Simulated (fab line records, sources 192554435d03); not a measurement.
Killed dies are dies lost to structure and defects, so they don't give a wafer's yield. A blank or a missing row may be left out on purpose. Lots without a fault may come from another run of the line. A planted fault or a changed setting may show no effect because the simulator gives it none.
A struck lot beside a sound one | flow n5_finfet | 14 steps out of a route of 1938
Sound: wafers L227.1, L227.2, L227.5. Struck: wafers L234.1, L234.2, L234.4. The cause comes at the end.
At each step with rows: each side's tool, then ch and its chambers, then its first start. Under that, the readings that differ: sound wafers | struck wafers | difference of the means | sigmas: that difference in standard deviations of wafers without a fault.
alike: readings whose means differ by less than 2 such deviations, and words and numbers that are the same on both sides. not compared: withheld readings, readings that some wafer has no value for, bounds like >300 that may hide the same value, and numbers for which the record gives no deviation and whose values overlap.
The two part at a step that has a row with sigmas, a row that says differs or no value, or rows on one side only. Numbers that don't overlap but have no deviation are shown without sigmas and don't part them. A reading that every wafer of one side lacks parts them only if that side has two wafers or more.

first, 4 steps without rows for these wafers: N5_BEOL_M11_SOFTBAKE_06 (time 60 s); N5_BEOL_M11_EXPOSE_08 (exposes mask M11); N5_BEOL_M11_PEB_09 (peb time 60 s); N5_BEOL_M11_DEVELOP_10 (develop time 30 s).
N5_BEOL_M11_CD_MEAS_11: target cd 64.1 nm.
  sound on cd_sem-02 ch 0, day 11 04:33; struck on cd_sem-03 ch 0, day 14 14:22
  alike: cd_nm
N5_BEOL_M11_OVL_MEAS_12:
  sound on overlay-01 ch 0, day 11 04:35; struck on overlay-02 ch 0, day 14 14:24
  reading      | sound          | struck      | difference | sigmas
  M11_OVL (nm) | -0.5 -0.3 -0.1 | 1.8 0.9 0.7 | +1.4       | +2
N5_BEOL_M11_INSPECT_13: inspects for defects (brightfield).
  sound on defect_inspect-01, day 11 04:37; struck on defect_inspect-02, day 14 14:25
  alike: raw_defect_count
N5_BEOL_M11_DESCUM_16: chemistry O2, time 7.9 s.
  sound on rie_diel-01 ch 0,1,2, day 11 04:40; struck on rie_diel-01 ch 0,1,3, day 14 14:28
  alike: drypump_motor_current_A, oes_product_au, rf_vpp_V, showerhead_plenum_p_Torr, throttle_valve_pct
  not compared: rf_hours_counter_h
N5_BEOL_M11_ETCH_61: etches SiARC in CF4, target depth 39 nm, time 65 s.
  sound on rie_diel-01 ch 0,1,2, day 11 04:42; struck on rie_diel-01 ch 0,1,3, day 14 14:29
  alike: bias_w, drypump_motor_current_A, etch_rf_on_time_s, oes_product_au, rf_vpp_V, showerhead_plenum_p_Torr, throttle_valve_pct
  not compared: rf_hours_counter_h
N5_BEOL_M11_ETCH_62: etches SOC in N2/H2, target depth 110 nm, overetch 22 nm, time 165 s.
  sound on rie_diel-01 ch 0,1,2, day 11 04:45; struck on rie_diel-01 ch 0,1,3, day 14 14:32
  alike: bias_w, drypump_motor_current_A, oes_product_au, rf_vpp_V, showerhead_plenum_p_Torr, throttle_valve_pct
  not compared: rf_hours_counter_h
then, 1 step without rows for these wafers: N5_BEOL_M11_STRIP_68 (strips in N2/H2).
N5_BEOL_M11_STRIP_67: strips in CF4.
  sound on rie_diel-01 ch 0,1,2, day 11 04:54; struck on rie_diel-01 ch 0,1,3, day 14 14:41
  alike: drypump_motor_current_A, oes_product_au, rf_vpp_V, showerhead_plenum_p_Torr, throttle_valve_pct
  not compared: rf_hours_counter_h
N5_BEOL_M11_HM_OPEN_17: chemistry Cl2/BCl3, target TiN, target depth 20 nm, overetch 6 nm.
  sound on rie_metal-02 ch 1, day 11 04:56; struck on rie_metal-02 ch 0,1, day 14 14:44
  reading                                   | sound        | struck         | difference | sigmas
  model.SOC_of_BEOL_M11_COAT_59.thk_nm (nm) | 91.8 91.8 92 | 93.6 94.2 94.2 | +2.1       |
  alike: bias_w, drypump_motor_current_A, oes_product_au, throttle_valve_pct
  not compared: rf_hours_counter_h, model.etch.depth_nm
N5_BEOL_M11_STRIP_19: strips in O2.
  sound on rie_diel-01 ch 0,2,3, day 11 05:10; struck on rie_diel-04 ch 0,2,3, day 14 14:50
  alike: drypump_motor_current_A, oes_product_au, rf_vpp_V, showerhead_plenum_p_Torr, throttle_valve_pct
  not compared: rf_hours_counter_h

WHERE THEY PART
Only at N5_BEOL_M11_OVL_MEAS_12, within this record. Later steps at which nothing parts them and some readings are alike: N5_BEOL_M11_INSPECT_13, N5_BEOL_M11_DESCUM_16, N5_BEOL_M11_ETCH_61, N5_BEOL_M11_ETCH_62, N5_BEOL_M11_STRIP_67, N5_BEOL_M11_HM_OPEN_17, N5_BEOL_M11_STRIP_19.

WHY: what the simulator had put in
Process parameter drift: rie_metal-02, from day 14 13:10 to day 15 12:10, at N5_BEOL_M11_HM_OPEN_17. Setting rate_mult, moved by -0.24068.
